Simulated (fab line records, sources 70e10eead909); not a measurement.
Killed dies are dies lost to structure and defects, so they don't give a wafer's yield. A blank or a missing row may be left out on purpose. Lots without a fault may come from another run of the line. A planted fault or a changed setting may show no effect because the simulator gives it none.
Which tool did it? | flow nand_harc | 6 lots, 18 wafers sampled, at 3 steps of a route of 1302

WHAT THE GAUGES READ, wafer by wafer
NHARC_P_M2_CD_MEAS_09: target cd 170 nm.
lot  | measured     | on        | cd_nm (nm)
L517 | day 7 16:45  | cd_sem-01 | 170.6 170.0 170.0
L520 | day 9 05:35  | cd_sem-03 | 169.9 169.9 169.7
L523 | day 10 06:37 | cd_sem-02 | 170.2 169.7 169.3
L525 | day 11 04:25 | cd_sem-01 | 169.7 169.9 169.9
L528 | day 12 15:06 | cd_sem-03 | 170.1 169.5 170.0
L530 | day 13 10:07 | cd_sem-01 | 174.1 174.3 174.2

WHICH TOOL RAN EACH LOT (tool, then ch and the chambers of the sampled wafers, then the start)
lot  | NHARC_P_M1_STRIP_18                | NHARC_P_M2_PEB_07
L517 | rie_diel-01 ch 1,2,3, day 7 13:03  | litho_track-04 ch 0, day 7 16:40
L520 | rie_diel-02 ch 0,3, day 9 02:01    | litho_track-01 ch 0, day 9 05:30
L523 | rie_diel-01 ch 1,2,3, day 10 03:03 | litho_track-01 ch 0, day 10 06:32
L525 | rie_diel-02 ch 1,2,3, day 11 00:47 | litho_track-01 ch 0, day 11 04:20
L528 | rie_diel-02 ch 0,1, day 12 11:23   | litho_track-01 ch 0, day 12 15:01
L530 | rie_diel-01 ch 0,2,3, day 13 06:36 | litho_track-01 ch 0, day 13 10:02
- NHARC_P_M1_STRIP_18: strips in N2/H2.
- NHARC_P_M2_PEB_07: peb time 65 s.

THE ANSWER, worked out from the rows above alone
Rule: what is usual is taken from the lots themselves. Put in order of their means at a reading, lots are off if they are a third of the lots or fewer, leave a main group of 4 or more, and stand apart from it by a gap of 3 or more times the standard deviation of the main group's means; of several such gaps the widest counts. A main group whose means are all the same, to the digits that the tables above print for the reading, isn't used. A lot without any number at a reading at which 4 lots or more have one is off too. The other lots that the step has rows for count as sound.
Off: L530, at NHARC_P_M2_CD_MEAS_09 (cd_nm). The main group: mean 169.9 nm, standard deviation 0.16.
A tool fits if, at a process step before that reading, it ran every lot that is off, and no sound lot after the first of them. The gauges at NHARC_P_M2_CD_MEAS_09 are tried like those tools. Can't be told from this: 3 tools fit, rie_diel-01 at NHARC_P_M1_STRIP_18, litho_track-01 at NHARC_P_M2_PEB_07, cd_sem-01 at NHARC_P_M2_CD_MEAS_09.

WHAT THE SIMULATOR HAD PUT IN
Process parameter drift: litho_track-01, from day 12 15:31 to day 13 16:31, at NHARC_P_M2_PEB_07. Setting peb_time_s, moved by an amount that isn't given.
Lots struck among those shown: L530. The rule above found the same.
